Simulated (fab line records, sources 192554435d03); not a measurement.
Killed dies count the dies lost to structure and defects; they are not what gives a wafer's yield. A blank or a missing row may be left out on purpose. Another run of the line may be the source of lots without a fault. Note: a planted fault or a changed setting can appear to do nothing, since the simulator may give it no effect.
A lot that was struck, set against a sound lot    flow n5-finfet    14 out of 1938 route steps
Sound: the wafers L822.1, L822.3, L822.5. Struck: wafers L839.1, L839.4, L839.5. Last of all comes the cause.
Each step with rows lists, per side, the tool, then ch with its chambers, then its first start. Under that, the readings that differ: sound wafers    struck wafers    difference of the means    sigmas: that difference in standard deviations of wafers without a fault.
alike: readings with means less than 2 such deviations apart, plus words and numbers identical on both sides. not compared: withheld readings, readings lacking a value on some wafer, bounds such as >300 that could conceal the same value, and numbers that have no deviation in the record and whose values overlap.
The two part at a step that has a row with sigmas, a row that says differs or no value, or rows on one side only. Non-overlapping numbers with no deviation appear without sigmas and do not part them. A reading that every wafer of one side lacks parts them only if that side has two wafers or more.

first, 1 step without rows for these wafers: N5_BEOL_M7_DEVELOP_10 (develop time 30 s).
N5_BEOL_M7_CD_MEAS_11: target cd 38.5 nm.
  sound on cd-sem-02 ch 0, day 9 15:58; struck on cd-sem-03 ch 0, day 13 08:02
  alike: cd-nm
N5_BEOL_M7_OVL_MEAS_12:
  sound on overlay-02 ch 0, day 9 15:59; struck on overlay-02 ch 0, day 13 08:04
  alike: M7_OVL
N5_BEOL_M7_INSPECT_13: inspects for defects (brightfield).
  sound on defect-inspect-01 at day 9 16:01; struck on defect-inspect-02 at day 13 08:05
reading           sound        struck       difference  sigmas
raw-defect-count  442 674 544  390 302 348  -207        -2
N5_BEOL_M7_DESCUM_16: chemistry O2, time 7.9 s.
  sound on rie-diel-05 ch 0,1,3, day 9 16:03; struck on rie-diel-03 ch 1,3, day 13 08:08
  alike: drypump-motor-current-A, oes-product-au, rf-fwd-power-W, rf-vpp-V, showerhead-plenum-p-Torr, throttle-valve-pct
  not compared: rf-hours-counter-h
N5_BEOL_M7_ETCH_61: etches SiARC in CF4, target depth 45.5 nm, time 75.8 s.
  sound on rie-diel-05 ch 0,1,3, day 9 16:05; struck on rie-diel-03 ch 1,3, day 13 08:10
  alike: drypump-motor-current-A, etch-rf-on-time-s, oes-product-au, rf-fwd-power-W, rf-vpp-V, showerhead-plenum-p-Torr, throttle-valve-pct
  not compared: rf-hours-counter-h
N5_BEOL_M7_ETCH_62: etches SOC in N2/H2, target depth 110 nm, overetch 22 nm, time 165 s.
  sound on rie-diel-05 ch 0,1,3, day 9 16:08; struck on rie-diel-03 ch 1,3, day 13 08:13
  alike: drypump-motor-current-A, oes-product-au, rf-fwd-power-W, rf-vpp-V, showerhead-plenum-p-Torr, throttle-valve-pct
  not compared: rf-hours-counter-h
then, 1 step without rows for these wafers: N5_BEOL_M7_STRIP_68 (strips in N2/H2).
N5_BEOL_M7_STRIP_67: strips in CF4.
  sound on rie-diel-05 ch 0,1,3, day 9 16:17; struck on rie-diel-03 ch 1,3, day 13 08:22
  alike: drypump-motor-current-A, oes-product-au, rf-vpp-V, showerhead-plenum-p-Torr, throttle-valve-pct
  not compared: rf-hours-counter-h
then, 1 step without rows for these wafers: N5_BEOL_M7_HM_OPEN_17 (chemistry Cl2/BCl3, target TiN, target depth 20 nm, overetch 6 nm).
N5_BEOL_M7_STRIP_19: strips in O2.
  sound on rie-diel-05 ch 0,2,3, day 9 16:33; struck on rie-diel-04 ch 0,3, day 13 08:31
  alike: drypump-motor-current-A, oes-product-au, rf-vpp-V, showerhead-plenum-p-Torr, throttle-valve-pct
  not compared: rf-hours-counter-h
N5_BEOL_M7_CD_MEAS_18: pitch 80 nm, target cd 40 nm.
  sound on cd-sem-02 at day 9 16:37; struck on cd-sem-03 at day 13 08:35
  alike: cd-nm
N5_BEOL_M7_COAT_63: time 60 s, resist thk 60 nm.
  sound on litho-track-04 ch 0, day 9 16:40; struck on litho-track-04 ch 0, day 13 09:58
reading                   sound                 struck                difference  sigmas
heater-power-total-W (W)  500.4 499.4 501.2     816.6 816.6 815.7     +316.0      +99 or more
plate-temp-C (C)          249.92 249.63 249.99  262.27 262.47 262.56  +12.59      +70
  alike: resist-line-temp-C
then, 1 step without rows for these wafers: N5_BEOL_M7_COAT_64 (time 60 s, resist thk 12 nm).

WHERE THEY PART
At N5_BEOL_M7_INSPECT_13 first; at N5_BEOL_M7_COAT_63 last (within this record only).

WHY: whatever the simulator had introduced
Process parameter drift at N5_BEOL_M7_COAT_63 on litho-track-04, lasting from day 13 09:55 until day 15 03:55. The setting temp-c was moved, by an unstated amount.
